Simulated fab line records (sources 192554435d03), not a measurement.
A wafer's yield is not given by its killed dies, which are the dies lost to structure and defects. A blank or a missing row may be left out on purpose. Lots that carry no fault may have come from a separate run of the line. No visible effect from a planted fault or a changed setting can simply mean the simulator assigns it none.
fab line records	flow n5-finfet
record lots=24	wafers=72	last-day=17
route steps=1938 shown BEOL_M7@1264 BEOL_M8@1336
lots untouched by any fault: they come from a run of this same line in which no faults occurred
start-h: start of the lot's first displayed wafer, in hours after the record's first day	wait-h: hours from the lot's prior step to this one	" identical to the entry in the row above	L1.1+2: a row that stands for several wafers	- value missing, or start not given	* or withheld: withheld	< > ~ a bound
route shown NAME@n: names a module that has steps shown in the file, with the first one's number in the route	usual: mean/standard deviation of fault-free wafers	same: alike in all rows	chamber/n: place in a boat	sites: the reading at each site	_std_site: the values' standard deviation	_edge_site: inner sites' mean taken away from outer sites' mean	radius-mm: how far each site lies from the wafer's centre	mask NAME#n: copy n	behind: the last tool/chamber to shape the wafer	hold: why the lot went on hold/how many hours it stayed there/how the hold came to an end	device: the transistor (n, p or np) that didn't switch	end of line: the route-end tests of the same wafers	where a step has no rows: the recipe by itself	killed: dies that structure and defects cost at the first sort, which is not the same as the wafer's yield	map: a wafer's dies, x killed, . not, _ none there
set.NAME: setting as actually run; set.NAME@STEP: the setting as run at that earlier step	model.NAME: the simulator's own value behind a step, which no gauge read
route steps across a sampled set of lots; one table per step, one row per wafer
services: the hour from which a tool's chamber was out of use, counted from the record's first day as start-h (under 0 if before that day), plus the number of hours and why
## steps
# step N5_BEOL_M7_CURE_74
# recipe temp-c=385	time-s=240	ambient=He/Ar	material=SiCOH_lowk
# usual lamp-power-pct=52.31/0.058	wafer_temp_C_max=386.7/0.49
lot.wafer	tool	chamber	start-h	wait-h	lamp-power-pct	wafer_temp_C_max
L074.2	uv-cure-03	1	185.76	0.4	52.33	387.1
L074.3	"	1	"	"	52.29	386.6
L074.4	"	1	"	"	52.30	386.6
L076.3	uv-cure-03	0	188.66	0.2	52.26	387.7
L076.4	"	0	"	"	52.31	387.5
L076.6	"	0	"	"	52.46	388.5
L075.1	uv-cure-01	0	192.84	0.1	52.30	386.3
L075.5	"	0	"	"	52.32	386.1
L075.6	"	0	"	"	52.32	386.0
L078.1	uv-cure-01	1	212.20	0.0	52.29	386.1
L078.5	"	1	"	"	52.34	386.0
L078.6	"	1	"	"	52.34	386.7
L077.3	uv-cure-02	0	218.16	0.9	52.30	386.5
L077.4	"	0	"	"	52.30	387.0
L077.6	"	0	"	"	52.26	386.6
L079.2	uv-cure-01	2	218.76	1.2	52.31	387.1
L079.4	"	2	"	"	52.23	386.7
L079.6	"	2	"	"	52.30	386.4
L080.4	uv-cure-02	1	234.60	0.5	52.23	386.7
L080.5	"	1	"	"	52.41	387.0
L080.6	"	1	"	"	52.31	387.2
L083.1	uv-cure-03	2	237.52	0.1	52.38	386.8
L083.3	"	2	"	"	52.29	386.4
L083.5	"	2	"	"	52.28	386.4
L081.1	uv-cure-02	1	237.72	0.1	52.27	386.4
L081.2	"	1	"	"	52.40	386.7
L081.5	"	1	"	"	52.32	386.3
L082.1	uv-cure-03	1	242.27	0.0	52.37	387.1
L082.3	"	1	"	"	52.33	386.8
L082.5	"	1	"	"	52.30	386.6
L085.1	uv-cure-01	1	251.18	0.0	52.23	385.8
L085.4	"	1	"	"	52.22	386.4
L085.5	"	1	"	"	52.31	385.9
L084.3	uv-cure-03	0	251.77	0.4	52.42	387.2
L084.4	"	0	"	"	52.43	386.6
L084.5	"	0	"	"	52.26	387.2
L086.2	uv-cure-03	2	265.45	0.1	52.33	386.5
L086.5	"	2	"	"	52.29	386.5
L086.6	"	2	"	"	52.19	386.1
L088.2	uv-cure-03	2	265.93	0.6	52.25	387.0
L088.4	"	2	"	"	52.24	386.9
L088.6	"	2	"	"	52.27	385.7
L087.1	uv-cure-03	2	278.30	0.0	52.32	386.0
L087.4	"	2	"	"	52.25	386.6
L087.5	"	2	"	"	52.27	386.7
L090.3	uv-cure-02	1	283.28	0.2	52.31	386.7
L090.5	"	1	"	"	52.38	387.5
L090.6	"	1	"	"	52.25	387.4
L092.3	uv-cure-02	0	284.01	0.2	52.25	386.7
L092.4	"	0	"	"	52.32	386.3
L092.5	"	0	"	"	52.35	386.7
L089.2	uv-cure-02	1	284.41	0.2	52.14	386.8
L089.4	"	1	"	"	52.31	386.6
L089.6	"	1	"	"	52.45	387.1
L091.1	uv-cure-02	1	291.94	0.0	52.35	386.7
L091.2	"	1	"	"	52.31	386.8
L091.6	"	1	"	"	52.37	387.6
L093.2	uv-cure-03	2	306.63	0.1	52.30	386.5
L093.4	"	2	"	"	52.30	386.4
L093.5	"	2	"	"	52.32	386.3
L095.1	uv-cure-02	0	307.98	0.0	52.43	386.9
L095.4	"	0	"	"	52.32	386.7
L095.5	"	0	"	"	52.29	387.0
L094.1	uv-cure-03	0	311.80	0.0	52.37	387.0
L094.2	"	0	"	"	52.23	386.9
L094.4	"	0	"	"	52.38	387.0
L097.1	uv-cure-01	1	327.23	0.3	52.44	386.0
L097.2	"	1	"	"	52.32	386.1
L097.6	"	1	"	"	52.27	386.2
L096.1	uv-cure-03	2	327.45	0.2	52.36	386.8
L096.2	"	2	"	"	52.34	386.9
L096.3	"	2	"	"	52.21	386.1
# step N5_BEOL_M7_OCD_MEAS_38
# usual trench-depth-nm=93.8/1.7
lot.wafer	tool	chamber	start-h	wait-h	trench-depth-nm
L074.2	ocd-01	-	190.45	-	94.8
L074.3	"	-	"	"	94.4
L074.4	"	-	"	"	93.6
L076.3	ocd-02	-	193.85	-	95.1
L076.4	"	-	"	"	90.7
L076.6	"	-	"	"	92.7
L075.1	ocd-02	-	198.44	-	93.2
L075.5	"	-	"	"	91.9
L075.6	"	-	"	"	93.6
L078.1	ocd-02	-	216.08	-	92.7
L078.5	"	-	"	"	93.5
L078.6	"	-	"	"	93.3
L077.3	ocd-01	-	223.62	-	96.1
L077.4	"	-	"	"	91.2
L077.6	"	-	"	"	95.2
L079.2	ocd-01	-	224.03	-	94.4
L079.4	"	-	"	"	92.1
L079.6	"	-	"	"	97.0
L080.4	ocd-01	-	241.04	-	97.4
L080.5	"	-	"	"	95.6
L080.6	"	-	"	"	95.0
L083.1	ocd-01	-	245.42	-	90.0
L083.3	"	-	"	"	92.1
L083.5	"	-	"	"	90.9
L081.1	ocd-01	-	245.81	-	92.8
L081.2	"	-	"	"	97.7
L081.5	"	-	"	"	92.1
L082.1	ocd-01	-	247.84	-	94.1
L082.3	"	-	"	"	90.6
L082.5	"	-	"	"	94.0
L085.1	ocd-02	-	257.75	-	95.3
L085.4	"	-	"	"	93.6
L085.5	"	-	"	"	93.6
L084.3	ocd-01	-	257.92	-	90.2
L084.4	"	-	"	"	91.5
L084.5	"	-	"	"	91.8
L086.2	ocd-02	-	268.73	-	92.9
L086.5	"	-	"	"	91.9
L086.6	"	-	"	"	93.6
L088.2	ocd-01	-	275.27	-	95.7
L088.4	"	-	"	"	94.9
L088.6	"	-	"	"	94.7
L087.1	ocd-02	-	285.40	-	97.5
L087.4	"	-	"	"	90.4
L087.5	"	-	"	"	93.7
L090.3	ocd-01	-	290.39	-	94.2
L090.5	"	-	"	"	93.5
L090.6	"	-	"	"	93.6
L092.3	ocd-02	-	290.73	-	94.0
L092.4	"	-	"	"	94.5
L092.5	"	-	"	"	97.2
L089.2	ocd-01	-	290.76	-	92.7
L089.4	"	-	"	"	93.9
L089.6	"	-	"	"	94.5
L091.1	ocd-01	-	295.50	-	91.8
L091.2	"	-	"	"	93.9
L091.6	"	-	"	"	94.7
L093.2	ocd-01	-	310.61	-	94.0
L093.4	"	-	"	"	95.1
L093.5	"	-	"	"	95.0
L095.1	ocd-02	-	311.04	-	94.6
L095.4	"	-	"	"	93.3
L095.5	"	-	"	"	94.1
L094.1	ocd-01	-	318.86	-	94.1
L094.2	"	-	"	"	96.0
L094.4	"	-	"	"	91.9
L097.1	ocd-01	-	332.41	-	92.5
L097.2	"	-	"	"	91.9
L097.6	"	-	"	"	95.0
L096.1	ocd-01	-	334.76	-	97.7
L096.2	"	-	"	"	93.6
L096.3	"	-	"	"	93.8
# step N5_BEOL_M7_CURE_75
# recipe temp-c=370	time-s=120	ambient=DMADMS/He	material=SiCOH_lowk
# usual lamp-power-pct=52.31/0.054	wafer_temp_C_max=371.8/0.45
lot.wafer	tool	chamber	start-h	wait-h	lamp-power-pct	wafer_temp_C_max
L074.2	uv-cure-01	2	190.70	0.1	52.47	372.0
L074.3	"	2	"	"	52.32	371.6
L074.4	"	2	"	"	52.23	371.8
L076.3	uv-cure-01	0	194.14	0.1	52.34	371.2
L076.4	"	0	"	"	52.30	371.7
L076.6	"	0	"	"	52.35	371.0
L075.1	uv-cure-03	2	198.64	0.0	52.29	371.2
L075.5	"	2	"	"	52.20	371.5
L075.6	"	2	"	"	52.25	371.4
L078.1	uv-cure-02	1	216.28	0.0	52.35	372.3
L078.5	"	1	"	"	52.26	372.0
L078.6	"	1	"	"	52.25	372.4
L077.3	uv-cure-01	2	224.07	0.3	52.24	371.8
L077.4	"	2	"	"	52.32	371.8
L077.6	"	2	"	"	52.40	372.5
L079.2	uv-cure-01	2	224.32	0.1	52.35	372.6
L079.4	"	2	"	"	52.14	371.6
L079.6	"	2	"	"	52.23	371.6
L080.4	uv-cure-01	2	241.38	0.2	52.32	371.8
L080.5	"	2	"	"	52.27	371.6
L080.6	"	2	"	"	52.23	372.3
L083.1	uv-cure-02	2	245.61	0.0	52.23	371.1
L083.3	"	2	"	"	52.29	371.2
L083.5	"	2	"	"	52.26	371.9
L081.1	uv-cure-03	1	246.01	0.0	52.27	372.1
L081.2	"	1	"	"	52.27	372.4
L081.5	"	1	"	"	52.23	371.8
L082.1	uv-cure-01	1	248.06	0.1	52.33	371.6
L082.3	"	1	"	"	52.32	370.6
L082.5	"	1	"	"	52.28	371.1
L085.1	uv-cure-03	1	257.94	0.0	52.27	371.0
L085.4	"	1	"	"	52.33	372.0
L085.5	"	1	"	"	52.31	371.7
L084.3	uv-cure-03	0	258.34	0.3	52.27	372.3
L084.4	"	0	"	"	52.30	372.1
L084.5	"	0	"	"	52.36	372.0
L086.2	uv-cure-02	1	268.97	0.1	52.25	372.3
L086.5	"	1	"	"	52.40	372.2
L086.6	"	1	"	"	52.28	371.4
L088.2	uv-cure-02	1	275.71	0.3	52.37	371.8
L088.4	"	1	"	"	52.33	371.6
L088.6	"	1	"	"	52.39	371.5
L087.1	uv-cure-02	1	285.59	0.0	52.27	371.5
L087.4	"	1	"	"	52.31	372.0
L087.5	"	1	"	"	52.33	371.8
L090.3	uv-cure-03	0	290.68	0.1	52.29	372.0
L090.5	"	0	"	"	52.28	372.7
L090.6	"	0	"	"	52.28	372.3
L092.3	uv-cure-03	1	291.03	0.1	52.33	372.0
L092.4	"	1	"	"	52.31	371.3
L092.5	"	1	"	"	52.28	372.5
L089.2	uv-cure-03	0	291.28	0.4	52.37	372.1
L089.4	"	0	"	"	52.30	372.6
L089.6	"	0	"	"	52.33	372.5
L091.1	uv-cure-02	1	295.86	0.2	52.26	372.2
L091.2	"	1	"	"	52.33	371.1
L091.6	"	1	"	"	52.29	372.4
L093.2	uv-cure-02	2	310.85	0.1	52.27	371.1
L093.4	"	2	"	"	52.24	371.0
L093.5	"	2	"	"	52.27	371.0
L095.1	uv-cure-03	1	311.43	0.2	52.29	371.8
L095.4	"	1	"	"	52.26	371.8
L095.5	"	1	"	"	52.38	372.2
L094.1	uv-cure-02	0	319.06	0.0	52.37	371.8
L094.2	"	0	"	"	52.32	371.6
L094.4	"	0	"	"	52.24	372.3
L097.1	uv-cure-03	1	332.60	0.0	52.23	371.7
L097.2	"	1	"	"	52.25	372.2
L097.6	"	1	"	"	52.24	372.1
L096.1	uv-cure-03	2	334.95	0.0	52.25	371.2
L096.2	"	2	"	"	52.25	372.0
L096.3	"	2	"	"	52.28	371.8
# step N5_BEOL_M8_HM_DEP_02
# recipe material=TiN	target-thk-a=200	temp-c=25	chamber-pressure-pa=0.49996
# usual throttle-valve-pct=29.9/1.3
lot.wafer	tool	chamber	start-h	wait-h	throttle-valve-pct
L074.2	pvd-sputter-02	-	194.80	0.8	32.2
L074.3	"	-	"	"	27.9
L074.4	"	-	"	"	30.4
L076.3	pvd-sputter-03	-	197.93	0.7	30.0
L076.4	"	-	"	"	28.7
L076.6	"	-	"	"	29.8
L075.1	pvd-sputter-03	-	203.31	0.8	28.5
L075.5	"	-	"	"	30.1
L075.6	"	-	"	"	30.1
L078.1	pvd-sputter-03	-	223.33	1.5	30.0
L078.5	"	-	"	"	30.2
L078.6	"	-	"	"	28.6
L077.3	pvd-sputter-02	-	230.11	2.6	29.0
L077.4	"	-	"	"	30.6
L077.6	"	-	"	"	30.7
L079.2	pvd-sputter-02	-	230.59	1.8	30.4
L079.4	"	-	"	"	27.6
L079.6	"	-	"	"	27.8
L080.4	pvd-sputter-03	-	248.14	1.9	29.9
L080.5	"	-	"	"	30.2
L080.6	"	-	"	"	28.3
L083.1	pvd-sputter-03	-	249.64	1.2	28.4
L083.3	"	-	"	"	29.9
L083.5	"	-	"	"	30.2
L081.1	pvd-sputter-01	-	249.78	0.6	31.0
L081.2	"	-	"	"	30.6
L081.5	"	-	"	"	29.2
L082.1	pvd-sputter-02	-	252.77	1.1	27.7
L082.3	"	-	"	"	29.1
L082.5	"	-	"	"	27.9
L085.1	pvd-sputter-03	-	262.20	1.4	30.0
L085.4	"	-	"	"	30.1
L085.5	"	-	"	"	30.0
L084.3	pvd-sputter-01	-	263.12	0.6	31.0
L084.4	"	-	"	"	29.2
L084.5	"	-	"	"	29.3
L086.2	pvd-sputter-02	-	275.28	3.3	32.5
L086.5	"	-	"	"	30.4
L086.6	"	-	"	"	32.3
L088.2	pvd-sputter-01	-	280.88	1.8	29.2
L088.4	"	-	"	"	28.9
L088.6	"	-	"	"	28.8
L087.1	pvd-sputter-01	-	289.78	1.2	30.7
L087.4	"	-	"	"	28.9
L087.5	"	-	"	"	29.4
L090.3	pvd-sputter-02	-	294.77	0.1	30.5
L090.5	"	-	"	"	30.7
L090.6	"	-	"	"	32.3
L092.3	pvd-sputter-02	-	295.41	0.4	30.6
L092.4	"	-	"	"	32.4
L092.5	"	-	"	"	32.3
L089.2	pvd-sputter-02	-	296.05	0.4	32.4
L089.4	"	-	"	"	29.1
L089.6	"	-	"	"	32.4
L091.1	pvd-sputter-02	-	302.10	1.3	30.6
L091.2	"	-	"	"	32.3
L091.6	"	-	"	"	32.2
L093.2	pvd-sputter-02	-	319.03	4.5	29.2
L093.4	"	-	"	"	32.2
L093.5	"	-	"	"	32.4
L095.1	pvd-sputter-01	-	319.15	3.9	30.4
L095.4	"	-	"	"	29.5
L095.5	"	-	"	"	29.4
L094.1	pvd-sputter-01	-	323.63	1.0	29.0
L094.2	"	-	"	"	29.2
L094.4	"	-	"	"	30.7
L097.1	pvd-sputter-01	-	338.02	1.2	29.0
L097.2	"	-	"	"	29.2
L097.6	"	-	"	"	30.4
L096.1	pvd-sputter-02	-	339.85	0.8	32.1
L096.2	"	-	"	"	27.9
L096.3	"	-	"	"	29.1
# step N5_BEOL_M8_ETCH_61
# recipe chemistry=CF4	target=SiARC	target-depth-a=455	mask-material=CAR-ArF	time-s=75.8	ion-energy-ev=80	pressure-mtorr=40	source-w=545	bias-w=36	Ar_flow_sccm=100	cf4-flow-sccm=100	ends=cleared
# usual drypump-motor-current-A=5.7/0.31	etch-rf-on-time-s=76/3	oes-product-au=0.68/0.061	rf-vpp-V=184.2/1.1	showerhead-plenum-p-Torr=2.16/0.057	throttle-valve-pct=15.58/0.22
lot.wafer	tool	chamber	start-h	wait-h	drypump-motor-current-A	etch-rf-on-time-s	oes-product-au	rf-hours-counter-h	rf-vpp-V	showerhead-plenum-p-Torr	throttle-valve-pct
L074.2	rie-diel-06	3	195.50	0.0	6.0	76	0.70	107	183.5	2.15	15.43
L074.3	"	0	"	"	5.5	78	0.70	56	182.2	2.09	15.20
L074.4	"	3	"	"	6.0	75	0.70	-	184.4	2.15	15.43
L076.3	rie-diel-06	2	198.42	0.0	5.7	70	0.72	93	185.8	2.17	15.84
L076.4	"	3	"	"	6.0	74	0.70	-	185.8	2.15	15.45
L076.6	"	2	"	"	5.7	70	0.72	-	182.6	2.17	15.82
L075.1	rie-diel-01	3	203.81	0.0	5.5	78	0.71	74	185.1	2.15	15.65
L075.5	"	3	"	"	5.5	77	0.70	-	184.2	2.15	15.65
L075.6	"	1	"	"	5.6	76	0.63	-	184.3	2.21	15.97
L078.1	rie-diel-04	3	223.95	0.0	6.2	78	0.65	95	184.0	2.07	15.42
L078.5	"	2	"	"	5.5	72	0.61	-	186.5	2.21	15.48
L078.6	"	3	"	"	6.1	78	0.66	-	183.7	2.07	15.41
L077.3	rie-diel-04	2	230.74	0.0	5.5	72	0.61	212	185.3	2.21	15.48
L077.4	"	3	"	"	6.1	77	0.65	97	182.3	2.07	15.42
L077.6	"	1	"	"	5.4	79	0.57	-	183.2	2.12	15.64
L079.2	rie-diel-01	0	231.21	0.0	5.1	72	0.74	52	184.3	2.18	15.50
L079.4	"	1	"	"	5.6	77	0.60	215	184.7	2.20	15.99
L079.6	"	3	"	"	5.5	78	0.68	-	184.3	2.15	15.68
L080.4	rie-diel-04	3	248.66	0.0	6.1	76	0.65	-	183.5	2.06	15.42
L080.5	"	2	"	"	5.5	72	0.61	-	185.3	2.20	15.50
L080.6	"	1	"	"	5.4	79	0.58	-	184.5	2.12	15.64
L083.1	rie-diel-04	1	250.33	0.0	5.5	80	0.58	235	183.0	2.12	15.64
L083.3	"	3	"	"	6.2	78	0.65	105	183.4	2.06	15.42
L083.5	"	1	"	"	5.4	80	0.57	-	182.7	2.12	15.64
L081.1	rie-diel-01	1	250.40	0.0	5.6	77	0.60	222	185.2	2.20	16.00
L081.2	"	0	"	"	5.1	72	0.73	60	184.5	2.17	15.53
L081.5	"	3	"	"	5.5	78	0.68	-	183.6	2.15	15.68
L082.1	rie-diel-01	3	253.39	0.0	5.5	78	0.67	94	184.6	2.15	15.69
L082.3	"	2	"	"	5.8	80	0.78	14	186.9	2.29	15.75
L082.5	"	1	"	"	5.6	77	0.61	-	184.7	2.20	16.00
L085.1	rie-diel-01	1	262.70	0.0	5.6	77	0.60	227	184.2	2.20	16.01
L085.4	"	3	"	"	5.5	78	0.69	97	184.5	2.14	15.70
L085.5	"	1	"	"	5.6	77	0.60	-	184.4	2.20	16.01
L084.3	rie-diel-04	3	263.62	0.0	6.1	77	0.64	109	182.8	2.06	15.44
L084.4	"	1	"	"	5.4	79	0.57	240	183.4	2.12	15.64
L084.5	"	1	"	"	5.4	79	0.57	-	184.3	2.12	15.67
L086.2	rie-diel-06	3	275.77	0.0	6.1	75	0.68	135	182.1	2.14	15.48
L086.5	"	3	"	"	6.0	75	0.67	-	185.0	2.14	15.50
L086.6	"	0	"	"	5.6	79	0.66	-	183.1	2.08	15.26
L088.2	rie-diel-01	1	281.51	0.0	5.6	76	0.60	234	186.2	2.19	16.03
L088.4	"	3	"	"	5.5	78	0.67	104	184.8	2.14	15.71
L088.6	"	3	"	"	5.5	77	0.68	-	183.7	2.14	15.70
L087.1	rie-diel-06	2	290.41	0.0	5.6	72	0.68	126	183.1	2.16	15.90
L087.4	"	0	"	"	5.6	80	0.65	91	180.4	2.08	15.28
L087.5	"	0	"	"	5.6	80	0.66	-	183.5	2.08	15.26
L090.3	rie-diel-01	2	296.18	0.0	5.8	79	0.75	30	184.5	2.28	15.76
L090.5	"	2	"	"	5.8	79	0.75	-	186.0	2.29	15.77
L090.6	"	3	"	"	5.5	78	0.67	-	184.5	2.14	15.72
L092.3	rie-diel-01	3	296.85	0.0	5.5	78	0.67	109	185.0	2.14	15.73
L092.4	"	1	"	"	5.5	77	0.60	240	183.8	2.19	16.03
L092.5	"	2	"	"	5.9	80	0.74	-	186.2	2.29	15.77
L089.2	rie-diel-06	1	297.30	0.0	6.0	70	0.82	22	184.6	2.20	15.51
L089.4	"	2	"	"	5.6	72	0.69	129	183.5	2.16	15.90
L089.6	"	3	"	"	6.0	75	0.67	-	183.7	2.14	15.49
L091.1	rie-diel-06	2	302.59	0.0	5.7	73	0.67	131	184.7	2.16	15.90
L091.2	"	0	"	"	5.5	81	0.65	95	183.4	2.08	15.29
L091.6	"	3	"	"	6.1	76	0.67	-	183.2	2.14	15.51
L093.2	rie-diel-06	1	320.19	0.0	5.9	71	0.78	30	183.5	2.20	15.53
L093.4	"	3	"	"	6.0	76	0.66	149	183.5	2.14	15.51
L093.5	"	0	"	"	5.5	81	0.65	-	182.9	2.07	15.27
L095.1	rie-diel-04	3	320.35	0.0	6.1	77	0.62	131	183.3	2.06	15.47
L095.4	"	2	"	"	5.5	72	0.59	243	184.6	2.20	15.54
L095.5	"	3	"	"	6.1	77	0.63	-	181.2	2.05	15.47
L094.1	rie-diel-06	2	324.39	0.0	5.7	73	0.68	138	184.3	2.16	15.92
L094.2	"	3	"	"	6.0	76	0.66	151	183.2	2.14	15.52
L094.4	"	0	"	"	5.6	81	0.64	103	184.2	2.07	15.27
L097.1	rie-diel-06	0	338.67	0.0	5.6	81	0.64	107	184.7	2.07	15.31
L097.2	"	2	"	"	5.7	72	0.67	144	185.0	2.16	15.93
L097.6	"	3	"	"	6.1	75	0.66	-	184.1	2.14	15.54
L096.1	rie-diel-04	1	340.66	0.0	5.4	77	0.79	5	183.9	2.11	15.20
L096.2	"	0	"	"	6.2	75	0.69	98	184.9	2.16	15.37
L096.3	"	3	"	"	6.1	78	0.62	139	183.3	2.05	15.47
# step N5_BEOL_M8_DESCUM_33
# recipe chemistry=O2	time-s=7	source-power-w=50	bias-power-w=20	pressure-mtorr=20	rf-frequency-hz=2.712e+07	temp-c=40	resist=CAR-EUV	o2-flow-sccm=225
# usual drypump-motor-current-A=5.6/0.34	oes-product-au=0.80/0.077	rf-vpp-V=243.5/1.3	showerhead-plenum-p-Torr=2.12/0.055	throttle-valve-pct=20.45/0.28
lot.wafer	tool	chamber	start-h	wait-h	drypump-motor-current-A	oes-product-au	rf-hours-counter-h	rf-vpp-V	showerhead-plenum-p-Torr	throttle-valve-pct
L074.2	rie-diel-04	0	197.54	0.2	6.2	0.86	50	242.5	2.14	20.21
L074.3	"	3	"	"	6.2	0.78	86	242.0	2.03	20.27
L074.4	"	2	"	"	5.5	0.70	201	244.0	2.12	19.95
L076.3	rie-diel-04	3	199.36	0.1	6.1	0.80	87	241.3	2.03	20.27
L076.4	"	2	"	"	5.4	0.71	202	246.0	2.12	19.95
L076.6	"	3	"	"	6.1	0.80	-	240.6	2.03	20.27
L075.1	rie-diel-01	3	205.98	0.0	5.5	0.83	75	242.8	2.13	20.63
L075.5	"	0	"	"	5.1	0.86	-	243.6	2.14	20.38
L075.6	"	3	"	"	5.5	0.83	-	242.6	2.13	20.63
L078.1	rie-diel-01	1	225.52	0.0	5.6	0.73	213	243.2	2.17	20.90
L078.5	"	0	"	"	5.1	0.84	-	241.7	2.14	20.38
L078.6	"	3	"	"	5.5	0.82	-	242.6	2.12	20.64
L077.3	rie-diel-04	1	231.94	0.2	5.4	0.68	228	243.1	2.08	20.37
L077.4	"	3	"	"	6.2	0.77	98	241.9	2.03	20.27
L077.6	"	3	"	"	6.2	0.77	-	240.8	2.03	20.30
L079.2	rie-diel-06	3	234.73	0.3	6.0	0.79	122	243.6	2.10	20.26
L079.4	"	3	"	"	6.0	0.80	-	244.0	2.10	20.26
L079.6	"	2	"	"	5.6	0.80	-	243.7	2.09	20.53
L080.4	rie-diel-01	3	249.77	0.0	5.5	0.82	92	243.6	2.12	20.65
L080.5	"	0	"	"	5.1	0.84	-	243.7	2.14	20.42
L080.6	"	3	"	"	5.5	0.81	-	244.2	2.12	20.66
L083.1	rie-diel-01	3	251.90	0.0	5.5	0.81	93	242.3	2.12	20.65
L083.3	"	1	"	"	5.6	0.72	223	245.0	2.16	20.92
L083.5	"	3	"	"	5.5	0.81	-	242.4	2.12	20.68
L081.1	rie-diel-01	0	252.30	0.3	5.1	0.82	60	245.3	2.14	20.41
L081.2	"	1	"	"	5.6	0.72	223	244.4	2.16	20.94
L081.5	"	0	"	"	5.1	0.82	-	244.3	2.14	20.42
L082.1	rie-diel-01	3	257.45	0.0	5.5	0.81	96	244.1	2.12	20.66
L082.3	"	0	"	"	5.1	0.83	63	242.3	2.14	20.39
L082.5	"	3	"	"	5.5	0.81	-	243.7	2.12	20.65
L085.1	rie-diel-01	3	265.81	0.2	5.5	0.80	98	243.3	2.12	20.68
L085.4	"	0	"	"	5.1	0.83	66	242.6	2.14	20.41
L085.5	"	0	"	"	5.1	0.82	-	244.3	2.14	20.43
L084.3	rie-diel-06	3	266.24	0.4	6.0	0.79	132	244.6	2.10	20.28
L084.4	"	0	"	"	5.6	0.80	82	242.0	2.00	19.83
L084.5	"	2	"	"	5.7	0.79	-	243.7	2.09	20.54
L086.2	rie-diel-01	0	280.18	0.0	5.1	0.81	71	244.8	2.13	20.43
L086.5	"	0	"	"	5.1	0.81	-	242.8	2.13	20.43
L086.6	"	1	"	"	5.5	0.71	-	243.0	2.16	20.94
L088.2	rie-diel-04	2	284.74	0.0	5.5	0.68	232	243.4	2.11	19.99
L088.4	"	2	"	"	5.5	0.68	-	243.1	2.11	19.99
L088.6	"	1	"	"	5.4	0.67	-	242.3	2.07	20.43
L087.1	rie-diel-01	0	292.24	0.0	5.1	0.81	75	242.0	2.13	20.44
L087.4	"	2	"	"	5.8	0.90	28	246.1	2.21	20.54
L087.5	"	2	"	"	5.8	0.89	-	245.2	2.21	20.55
L090.3	rie-diel-06	2	298.42	0.2	5.7	0.77	129	243.4	2.09	20.56
L090.5	"	2	"	"	5.7	0.77	-	241.0	2.09	20.55
L090.6	"	1	"	"	5.9	0.92	-	244.1	2.11	20.16
L089.2	rie-diel-01	1	298.43	0.0	5.6	0.71	240	245.3	2.16	20.94
L089.4	"	3	"	"	5.5	0.79	110	243.7	2.11	20.68
L089.6	"	1	"	"	5.6	0.71	-	245.0	2.16	20.95
L092.3	rie-diel-04	0	299.08	0.2	6.2	0.83	80	241.6	2.12	20.26
L092.4	"	0	"	"	6.2	0.84	-	243.1	2.12	20.25
L092.5	"	1	"	"	5.4	0.67	-	242.4	2.07	20.43
L091.1	rie-diel-01	3	304.80	0.1	5.5	0.79	112	242.7	2.11	20.69
L091.2	"	2	"	"	5.8	0.89	33	246.6	2.21	20.55
L091.6	"	0	"	"	5.1	0.80	-	245.2	2.13	20.44
L095.1	rie-diel-04	1	323.19	0.4	5.4	0.94	1	241.6	2.07	20.08
L095.4	"	2	"	"	5.5	0.67	243	244.3	2.11	20.02
L095.5	"	0	"	"	6.2	0.81	-	242.5	2.12	20.27
L093.2	rie-diel-01	0	323.60	0.6	5.1	0.81	87	243.2	2.13	20.44
L093.4	"	3	"	"	5.5	0.79	120	243.2	2.11	20.70
L093.5	"	0	"	"	5.1	0.80	-	244.9	2.13	20.46
L094.1	rie-diel-04	1	325.68	0.0	5.4	0.94	2	241.4	2.07	20.09
L094.2	"	3	"	"	6.2	0.75	133	241.6	2.01	20.35
L094.4	"	0	"	"	6.2	0.81	91	243.8	2.12	20.27
L097.1	rie-diel-01	2	340.01	0.0	5.9	0.85	48	245.9	2.20	20.59
L097.2	"	0	"	"	5.1	0.78	95	242.8	2.13	20.44
L097.6	"	1	"	"	5.6	0.99	-	244.3	2.15	20.58
L096.1	rie-diel-04	1	342.48	0.3	5.4	0.92	6	242.8	2.06	20.12
L096.2	"	0	"	"	6.2	0.80	99	242.8	2.12	20.29
L096.3	"	3	"	"	6.1	0.74	140	241.1	2.01	20.35
## services
tool	chamber	start-h	hours	kind
rie-diel-01	1	173.91	5.0	repair
uv-cure-03	-	177.67	2.8	pm
uv-cure-01	-	177.78	2.8	pm
rie-diel-06	1	187.11	16.2	repair
uv-cure-02	-	199.89	2.8	pm
rie-diel-01	2	201.16	-	clean
rie-diel-01	2	201.16	-	consumable-replace:focus-ring
rie-diel-01	2	201.16	-	consumable-replace:showerhead
rie-diel-01	2	201.16	13.0	scheduled-down
rie-diel-01	2	201.16	13.0	vent-cycle
rie-diel-04	1	204.77	9.1	repair
uv-cure-01	-	232.86	7.5	pm
rie-diel-06	3	242.09	1.5	repair
rie-diel-06	0	242.48	1.3	repair
uv-cure-03	-	256.48	1.0	pm
rie-diel-04	0	276.72	15.8	repair
uv-cure-01	-	277.48	14.6	pm
rie-diel-04	3	290.02	5.1	repair
rie-diel-04	2	293.54	9.1	repair
uv-cure-02	-	302.00	1.9	repair
rie-diel-01	1	325.37	-	clean
rie-diel-01	1	325.37	-	consumable-replace:focus-ring
rie-diel-04	3	327.77	1.6	repair
uv-cure-02	-	337.49	2.1	pm
## key
fault none
